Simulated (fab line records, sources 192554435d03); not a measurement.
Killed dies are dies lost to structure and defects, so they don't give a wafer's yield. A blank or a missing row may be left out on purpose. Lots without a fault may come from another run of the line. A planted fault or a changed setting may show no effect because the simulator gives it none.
Which tool did it? | flow n5_finfet | 11 lots, 33 wafers sampled, at 5 steps of a route of 1938

WHAT THE GAUGES READ, wafer by wafer
N5_BEOL_M4_RC_MEAS_101. Usual: DIBL_N 36.0 mV/V, standard deviation 2.5; DIBL_P 36.7 mV/V, standard deviation 3; IOFF_N 0.16 nA/um, standard deviation 0.043; IOFF_P 0.21 nA/um, standard deviation 0.049; ION_N 673 uA/um, standard deviation 15; ION_P 461 uA/um, standard deviation 9.8; SS_N 71.5 mV/dec, standard deviation 0.83; SS_P 73.4 mV/dec, standard deviation 0.83; VT_N 250 mV, standard deviation 4; VT_P -251 mV, standard deviation 4.
lot  | measured     | on        | DIBL_N (mV/V)  | DIBL_P (mV/V)  | IOFF_N (nA/um) | IOFF_P (nA/um) | ION_N (uA/um) | ION_P (uA/um) | SS_N (mV/dec)  | SS_P (mV/dec)  | VT_N (mV)   | VT_P (mV)      | flag
L607 | day 7 16:49  | prober-02 | 41.7 36.4 36.7 | 41.5 34.4 34.5 | 0.27 0.14 0.15 | 0.30 0.17 0.18 | 687 663 664   | 465 449 449   | 73.2 71.2 71.7 | 75.1 73.3 74.0 | 244 255 255 | -247 -257 -255 |
L609 | day 8 17:45  | prober-02 | 40.0 35.5 40.0 | 40.1 35.4 41.3 | 0.22 0.14 0.24 | 0.28 0.20 0.32 | 691 664 700   | 467 455 482   | 72.0 71.4 72.0 | 73.9 73.4 73.7 | 243 251 242 | -243 -251 -243 |
L612 | day 9 07:55  | prober-01 | 34.7 39.3 35.2 | 36.8 41.9 37.8 | 0.13 0.24 0.14 | 0.22 0.32 0.23 | 668 697 660   | 469 476 461   | 71.1 72.0 70.2 | 74.0 74.6 74.2 | 250 244 253 | -248 -243 -248 |
L613 | day 9 20:40  | prober-02 | 30.3 31.6 36.3 | 32.5 34.5 39.7 | 0.10 0.12 0.23 | 0.14 0.16 0.26 | 645 651 681   | 441 453 464   | 71.2 70.9 73.6 | 71.8 72.6 73.7 | 256 252 244 | -257 -254 -246 |
L615 | day 10 02:14 | prober-01 | 39.2 35.1 33.3 | 43.4 35.1 35.7 | 0.28 0.17 0.13 | 0.32 0.18 0.17 | 689 666 677   | 470 456 463   | 72.0 71.2 69.9 | 75.1 73.2 72.6 | 242 249 251 | -244 -254 -254 |
L616 | day 10 04:03 | prober-02 | 39.1 37.2 34.3 | 38.4 37.8 34.9 | 0.18 0.15 0.12 | 0.22 0.21 0.18 | 668 665 651   | 457 455 456   | 72.7 71.9 70.4 | 74.4 73.5 73.3 | 251 251 254 | -251 -252 -255 |
L618 | day 10 21:15 | prober-02 | 34.1 34.7 35.0 | 31.5 31.4 31.5 | 0.12 0.11 0.13 | 0.19 0.18 0.20 | 685 651 662   | 473 455 466   | 70.1 71.0 70.8 | 72.6 72.2 72.7 | 253 256 253 | -250 -248 -248 |
L625 | day 13 00:16 | prober-02 | 33.7 35.5 37.5 | 35.3 37.1 38.7 | 0.12 0.15 0.17 | 0.17 0.19 0.20 | 674 679 666   | 458 461 445   | 71.4 71.3 72.2 | 72.8 73.7 74.1 | 255 250 253 | -256 -253 -252 |
L626 | day 13 08:08 | prober-01 | 37.2 33.4 34.2 | 38.7 33.9 34.3 | 0.19 0.13 0.15 | 0.26 0.19 0.20 | 677 662 682   | 464 463 472   | 71.9 70.9 71.5 | 73.6 72.9 72.6 | 248 253 246 | -248 -250 -249 |
L628 | day 14 07:53 | prober-01 | 36.6 35.8 35.0 | 39.2 38.0 36.9 | 0.19 0.16 0.14 | 0.24 0.21 0.20 | 694 684 669   | 479 469 461   | 70.8 71.7 71.0 | 73.8 73.5 73.1 | 242 248 252 | -249 -251 -250 |
L629 | day 14 13:20 | prober-01 | 35.6 37.2 35.3 | 36.6 38.3 36.1 | 0.14 0.17 0.13 | 0.17 0.19 0.16 | 672 683 650   | 454 463 445   | 71.1 71.8 70.9 | 72.9 73.6 73.2 | 252 251 254 | -256 -254 -258 |

WHICH TOOL RAN EACH LOT (tool, then ch and the chambers of the sampled wafers, then the start)
lot  | N5_BEOL_M4_ANNEAL_82         | N5_BEOL_M4_ANNEAL_87         | N5_BEOL_M4_SPUTTER_88        | N5_BEOL_M4_ANNEAL_89
L607 | pvd_sputter-01, day 7 14:19  | pvd_sputter-01, day 7 14:32  | pvd_sputter-01, day 7 14:40  | pvd_sputter-01, day 7 14:45
L609 | pvd_sputter-02, day 8 15:24  | pvd_sputter-02, day 8 15:37  | pvd_sputter-02, day 8 15:46  | pvd_sputter-02, day 8 15:50
L612 | pvd_sputter-02, day 9 05:31  | pvd_sputter-02, day 9 05:44  | pvd_sputter-02, day 9 05:53  | pvd_sputter-02, day 9 05:58
L613 | pvd_sputter-01, day 9 18:20  | pvd_sputter-01, day 9 18:33  | pvd_sputter-01, day 9 18:41  | pvd_sputter-01, day 9 18:46
L615 | pvd_sputter-02, day 9 23:43  | pvd_sputter-02, day 9 23:56  | pvd_sputter-02, day 10 00:05 | pvd_sputter-02, day 10 00:10
L616 | pvd_sputter-03, day 10 01:31 | pvd_sputter-03, day 10 01:44 | pvd_sputter-03, day 10 01:53 | pvd_sputter-03, day 10 01:58
L618 | pvd_sputter-03, day 10 18:33 | pvd_sputter-03, day 10 18:46 | pvd_sputter-03, day 10 18:55 | pvd_sputter-03, day 10 18:59
L625 | pvd_sputter-03, day 12 21:56 | pvd_sputter-03, day 12 22:09 | pvd_sputter-03, day 12 22:17 | pvd_sputter-03, day 12 22:22
L626 | pvd_sputter-03, day 13 05:35 | pvd_sputter-03, day 13 05:48 | pvd_sputter-03, day 13 05:56 | pvd_sputter-03, day 13 06:01
L628 | pvd_sputter-03, day 14 05:10 | pvd_sputter-03, day 14 05:23 | pvd_sputter-03, day 14 05:31 | pvd_sputter-03, day 14 05:36
L629 | pvd_sputter-03, day 14 10:47 | pvd_sputter-03, day 14 11:01 | pvd_sputter-03, day 14 11:09 | pvd_sputter-03, day 14 11:14
- N5_BEOL_M4_ANNEAL_82: time 240 s.
- N5_BEOL_M4_ANNEAL_87: time 240 s.
- N5_BEOL_M4_SPUTTER_88: material Cu, target thk 4.5 nm, time 8.29 s.
- N5_BEOL_M4_ANNEAL_89: time 240 s.

WHAT THE TOOLS THEMSELVES READ (means of the sampled wafers that have a number; where no wafer has one, the mark that the record gives instead)
N5_BEOL_M4_ANNEAL_82. Usual: heater_power_w 824 W, standard deviation 69.
lot  | tool           | heater_power_w (W) | flag
L607 | pvd_sputter-01 | 788                |
L609 | pvd_sputter-02 | 865                |
L612 | pvd_sputter-02 | 874                |
L613 | pvd_sputter-01 | 797                |
L615 | pvd_sputter-02 | 877                |
L616 | pvd_sputter-03 | 841                |
L618 | pvd_sputter-03 | 834                |
L625 | pvd_sputter-03 | 789                |
L626 | pvd_sputter-03 | 892                |
L628 | pvd_sputter-03 | 806                |
L629 | pvd_sputter-03 | 770                |

N5_BEOL_M4_ANNEAL_87. Usual: heater_power_w 824 W, standard deviation 70.
lot  | tool           | heater_power_w (W) | flag
L607 | pvd_sputter-01 | 784                |
L609 | pvd_sputter-02 | 864                |
L612 | pvd_sputter-02 | 878                |
L613 | pvd_sputter-01 | 814                |
L615 | pvd_sputter-02 | 871                |
L616 | pvd_sputter-03 | 841                |
L618 | pvd_sputter-03 | 825                |
L625 | pvd_sputter-03 | 790                |
L626 | pvd_sputter-03 | 883                |
L628 | pvd_sputter-03 | 800                |
L629 | pvd_sputter-03 | 774                |

N5_BEOL_M4_SPUTTER_88. Usual: chamber_pressure_pa 0.07 Pa, standard deviation 0.00014; chuck_gas_flow_sccm 1.27 sccm, standard deviation 0.053; throttle_valve_pct 29.8 %, standard deviation 0.99.
lot  | tool           | chamber_pressure_pa (Pa) | chuck_gas_flow_sccm (sccm) | throttle_valve_pct (%) | flag
L607 | pvd_sputter-01 | 0.07                     | 1.28                       | 29.4                   |
L609 | pvd_sputter-02 | 0.07                     | 1.25                       | 29.4                   |
L612 | pvd_sputter-02 | 0.07                     | 1.30                       | 29.8                   |
L613 | pvd_sputter-01 | 0.07                     | 1.26                       | 30.0                   |
L615 | pvd_sputter-02 | -                        | -                          | -                      | OFF
L616 | pvd_sputter-03 | -                        | -                          | -                      | OFF
L618 | pvd_sputter-03 | -                        | -                          | -                      | OFF
L625 | pvd_sputter-03 | 0.07                     | 1.34                       | 30.9                   |
L626 | pvd_sputter-03 | 0.07                     | 1.30                       | 29.7                   |
L628 | pvd_sputter-03 | 0.07                     | 1.28                       | 30.1                   |
L629 | pvd_sputter-03 | 0.07                     | 1.22                       | 30.4                   |

N5_BEOL_M4_ANNEAL_89. Usual: heater_power_w 822 W, standard deviation 69.
lot  | tool           | heater_power_w (W) | flag
L607 | pvd_sputter-01 | 788                |
L609 | pvd_sputter-02 | 855                |
L612 | pvd_sputter-02 | 871                |
L613 | pvd_sputter-01 | 810                |
L615 | pvd_sputter-02 | 878                |
L616 | pvd_sputter-03 | 845                |
L618 | pvd_sputter-03 | 824                |
L625 | pvd_sputter-03 | 796                |
L626 | pvd_sputter-03 | 878                |
L628 | pvd_sputter-03 | 802                |
L629 | pvd_sputter-03 | 763                |

THE ANSWER, worked out from the rows above alone
Rule: a lot is off if the mean of its wafers that have a number lies more than 3 standard deviations from the usual mean. A lot without any number at a reading at which 4 lots or more have one is off too. The other lots that the step has rows for count as sound. The gauges are gone through in route order, then the tools' own readings, and for those a lot's mean is taken as printed above. The first step at which some lot is off is used, and at that step the reading that is off furthest; a lot without a number counts as furthest.
Off: L615, L616, L618, at N5_BEOL_M4_SPUTTER_88 (chamber_pressure_pa). Without a number there: L615, L616, L618.
A tool fits if, at that step or a process step before it, it ran every lot that is off, and no sound lot after the first of them. None of those tried fits.

WHAT THE SIMULATOR HAD PUT IN
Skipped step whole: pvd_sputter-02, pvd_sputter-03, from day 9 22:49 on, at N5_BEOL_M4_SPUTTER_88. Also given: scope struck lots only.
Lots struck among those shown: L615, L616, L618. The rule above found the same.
